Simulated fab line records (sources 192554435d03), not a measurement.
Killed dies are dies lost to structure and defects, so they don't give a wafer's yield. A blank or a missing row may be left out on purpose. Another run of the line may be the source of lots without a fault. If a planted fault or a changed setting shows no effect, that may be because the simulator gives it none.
Chamber matching + flow n5Finfet + N5_BEOL_M14_DESCUM_15 on rieDiel-05 has 4 sister chambers
The step chemistry O2, time 7.9 s. 30 wafers are shown with their chamber, then 12 later ones without.

== WAFERS, EACH WITH ITS CHAMBER ==
| wafer  | chamber | drypumpMotorCurrentA (A) | throttleValvePct (%) | showerheadPlenumPTorr (Torr) |
|--------|---------|--------------------------|----------------------|------------------------------|
| L075.1 | 0       | 6.5                      | 20.01                | 2.05                         |
| L075.5 | 0       | 6.5                      | 20.00                | 2.05                         |
| L075.6 | 3       | 5.4                      | 20.92                | 2.06                         |
| L074.1 | 2       | 6.3                      | 20.63                | 2.08                         |
| L074.2 | 1       | 6.5                      | 20.75                | 1.98                         |
| L074.5 | 1       | 6.5                      | 20.74                | 1.98                         |
| L076.2 | 3       | 5.4                      | 20.94                | 2.06                         |
| L076.3 | 1       | 6.5                      | 20.73                | 1.98                         |
| L076.5 | 1       | 6.4                      | 20.74                | 1.98                         |
| L077.1 | 0       | 6.4                      | 20.02                | 2.05                         |
| L077.4 | 2       | 6.3                      | 20.67                | 2.07                         |
| L077.5 | 0       | 6.5                      | 20.01                | 2.05                         |
| L079.1 | 0       | 6.4                      | 20.02                | 2.05                         |
| L079.4 | 1       | 6.5                      | 20.37                | 2.25                         |
| L079.5 | 2       | 6.3                      | 20.66                | 2.07                         |
| L081.4 | 0       | 6.4                      | 20.02                | 2.05                         |
| L081.5 | 1       | 6.5                      | 20.36                | 2.25                         |
| L081.6 | 2       | 6.3                      | 20.66                | 2.07                         |
| L086.2 | 1       | 6.5                      | 20.40                | 2.24                         |
| L086.4 | 3       | 5.4                      | 20.57                | 2.05                         |
| L086.6 | 1       | 6.5                      | 20.39                | 2.24                         |
| L087.3 | 1       | 6.5                      | 20.39                | 2.24                         |
| L087.4 | 2       | 6.3                      | 20.68                | 2.06                         |
| L087.6 | 0       | 6.5                      | 20.03                | 2.04                         |
| L088.4 | 3       | 5.4                      | 20.59                | 2.05                         |
| L088.5 | 0       | 6.4                      | 20.04                | 2.04                         |
| L088.6 | 1       | 6.4                      | 20.41                | 2.24                         |
| L096.2 | 0       | 6.5                      | 20.06                | 2.04                         |
| L096.4 | 1       | 6.5                      | 20.42                | 2.24                         |
| L096.6 | 2       | 6.2                      | 20.31                | 2.06                         |

SIGNATURES (averages over the wafers above)
| reading               | chamber 0 | chamber 1 | chamber 2 | chamber 3 | scatter within a chamber |
|-----------------------|-----------|-----------|-----------|-----------|--------------------------|
| drypumpMotorCurrentA  | 6.456     | 6.482     | 6.283     | 5.400     | 0.0425                   |
| throttleValvePct      | 20.0233   | 20.5182   | 20.6017   | 20.7550   | 0.144                    |
| showerheadPlenumPTorr | 2.0467    | 2.1473    | 2.0683    | 2.0550    | 0.0824                   |
Rule: for each reading, subtract the chamber's mean from the wafer's reading, divide by that reading's scatter and square the result; add these up over the readings and take the root, which gives the wafer's distance from the chamber. If the next closest chamber is less than 2 further off than the closest, the wafer can't be placed; otherwise it belongs to the closest. How the scatter is found: for the shown wafers, subtract from each reading the mean of its chamber, square and add these, divide the total by (wafers less chambers), then take the root.

== WAFERS WHOSE CHAMBER IS MISSING ==
| wafer  | drypumpMotorCurrentA (A) | throttleValvePct (%) | showerheadPlenumPTorr (Torr) |
|--------|--------------------------|----------------------|------------------------------|
| L092.2 | 6.3                      | 20.31                | 2.06                         |
| L092.4 | 5.4                      | 20.58                | 2.05                         |
| L092.6 | 5.4                      | 20.58                | 2.05                         |
| L094.1 | 6.4                      | 20.07                | 2.03                         |
| L094.2 | 6.5                      | 20.44                | 2.23                         |
| L094.4 | 6.3                      | 20.31                | 2.06                         |
| L095.3 | 5.4                      | 20.61                | 2.04                         |
| L095.4 | 6.5                      | 20.44                | 2.23                         |
| L095.6 | 5.4                      | 20.61                | 2.04                         |
| L090.2 | 6.4                      | 20.09                | 2.03                         |
| L090.4 | 5.4                      | 20.60                | 2.04                         |
| L090.6 | 6.4                      | 20.10                | 2.03                         |

== WHICH CHAMBER EACH WENT THROUGH ==
| wafer  | from the rows above | in truth |
|--------|---------------------|----------|
| L092.2 | 2                   | 2        |
| L092.4 | 3                   | 3        |
| L092.6 | 3                   | 3        |
| L094.1 | 0                   | 0        |
| L094.2 | 1                   | 1        |
| L094.4 | 2                   | 2        |
| L095.3 | 3                   | 3        |
| L095.4 | 1                   | 1        |
| L095.6 | 3                   | 3        |
| L090.2 | 0                   | 0        |
| L090.4 | 3                   | 3        |
| L090.6 | 0                   | 0        |
Correct placement for 12 of the 12. Left unplaced by these rows: 0. Wrongly placed: 0.
